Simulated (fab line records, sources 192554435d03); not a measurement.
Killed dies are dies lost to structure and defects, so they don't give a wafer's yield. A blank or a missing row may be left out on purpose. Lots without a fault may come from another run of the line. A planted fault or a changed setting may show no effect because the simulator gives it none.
Chamber matching | flow n5_finfet | N5_MIM_BOT_ETCH_ETCH_04 on rie_diel-03: 3 sister chambers
The step etches SiNx in CF4/O2, target depth 26 nm, time 13 s. 3 wafers are shown with their chamber, then 7 later ones without.

WAFERS WITH THEIR CHAMBER
wafer  | chamber | showerhead_plenum_p_Torr (Torr)
L085.2 | 3       | 2.16
L091.4 | 2       | 2.31
L091.5 | 1       | 2.14

WAFERS WITHOUT THEIR CHAMBER
wafer  | showerhead_plenum_p_Torr (Torr)
L093.1 | 2.14
L093.4 | 2.31
L093.5 | 2.15
L094.1 | 2.30
L094.2 | 2.15
L095.4 | 2.15
L095.6 | 2.30

WHICH CHAMBER EACH WENT THROUGH
wafer  | from the rows above     | in truth
L093.1 | 1                       | 1
L093.4 | 2                       | 2
L093.5 | can't be placed: 1 or 3 | 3
L094.1 | 2                       | 2
L094.2 | can't be placed: 1 or 3 | 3
L095.4 | can't be placed: 1 or 3 | 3
L095.6 | 2                       | 2
Placed correctly: 4 of 7. Can't be placed from these rows: 3 (the true chamber is among the candidates in 3). Placed wrongly: 0.
How it was worked out, from the rows above alone: a wafer's distance from a chamber is the root of the sum, over the readings, of the square of ((its reading less the chamber's mean) divided by the reading's scatter). The wafer belongs to the nearest chamber; if the next one is less than 2 further off, it can't be placed. A chamber's mean is the mean of its shown wafers. The scatter: with one shown wafer a chamber, the root of the mean of the squares of how far each hidden wafer lies from its nearest shown one.
